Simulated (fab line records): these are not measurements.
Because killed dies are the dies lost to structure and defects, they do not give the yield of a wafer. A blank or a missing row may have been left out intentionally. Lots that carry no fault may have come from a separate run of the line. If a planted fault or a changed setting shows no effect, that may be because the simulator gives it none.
Chamber matching    flow n5 finfet    rie diel-01 running N5_BEOL_M0_CUTY_ETCH_63: 4 sister chambers
The step etches SOC in N2/H2, target depth 82.7 nm, overetch 16.5 nm, time 124 s. 16 wafers are shown with their chamber, then 8 later ones without.

== EACH WAFER AND ITS CHAMBER ==
wafer   chamber  showerhead plenum p Torr (Torr)  throttle valve pct (%)  drypump motor current A (A)
L076.1  0        2.60                             17.86                   6.2
L076.4  3        2.42                             17.68                   5.1
L076.5  0        2.60                             17.87                   6.2
L078.1  2        2.55                             18.27                   5.1
L078.3  3        2.42                             17.70                   5.0
L078.6  0        2.60                             17.86                   6.2
L082.2  2        2.55                             18.28                   5.1
L082.4  1        2.70                             17.74                   5.8
L082.5  1        2.70                             17.72                   5.8
L084.1  0        2.59                             17.88                   6.3
L084.4  1        2.70                             17.75                   5.8
L084.6  0        2.59                             17.88                   6.2
L085.1  1        2.70                             17.73                   5.8
L085.2  3        2.42                             17.71                   5.0
L085.4  0        2.59                             17.88                   6.3
L086.2  1        2.69                             17.72                   5.8

SIGNATURES (means of the wafers above)
reading                   chamber 0  chamber 1  chamber 2  chamber 3  scatter within a chamber
showerhead plenum p Torr  2.5950     2.6980     2.5500     2.4200     0.00438
throttle valve pct        17.8717    17.7320    18.2750    17.6967    0.0118
drypump motor current A   6.233      5.800      5.100      5.033      0.0408
Rule: for each reading, subtract the chamber's mean from the wafer's reading, divide by that reading's scatter and square the result; add these up over the readings and take the root, which gives the wafer's distance from the chamber. If the next closest chamber is less than 2 further off than the closest, the wafer can't be placed; otherwise it belongs to the closest. The scatter: the root of (the sum of the squares of (reading less its chamber's mean) over the shown wafers, divided by (wafers less chambers)).

== WAFERS WHOSE CHAMBER IS MISSING ==
wafer   showerhead plenum p Torr (Torr)  throttle valve pct (%)  drypump motor current A (A)
L086.4  2.41                             17.72                   5.0
L086.6  2.69                             17.75                   5.8
L090.1  2.41                             17.73                   5.1
L090.3  2.54                             18.29                   5.1
L090.5  2.59                             17.90                   6.2
L095.2  2.54                             18.31                   5.1
L095.4  2.68                             17.78                   5.8
L095.5  2.54                             18.31                   5.1

== THE CHAMBER EACH PASSED THROUGH ==
wafer   from the rows above  in truth
L086.4  3                    3
L086.6  1                    1
L090.1  3                    3
L090.3  2                    2
L090.5  0                    0
L095.2  2                    2
L095.4  1                    1
L095.5  2                    2
Correct placement for 8 of the 8. Left unplaced by these rows: 0. Wrongly placed: 0.
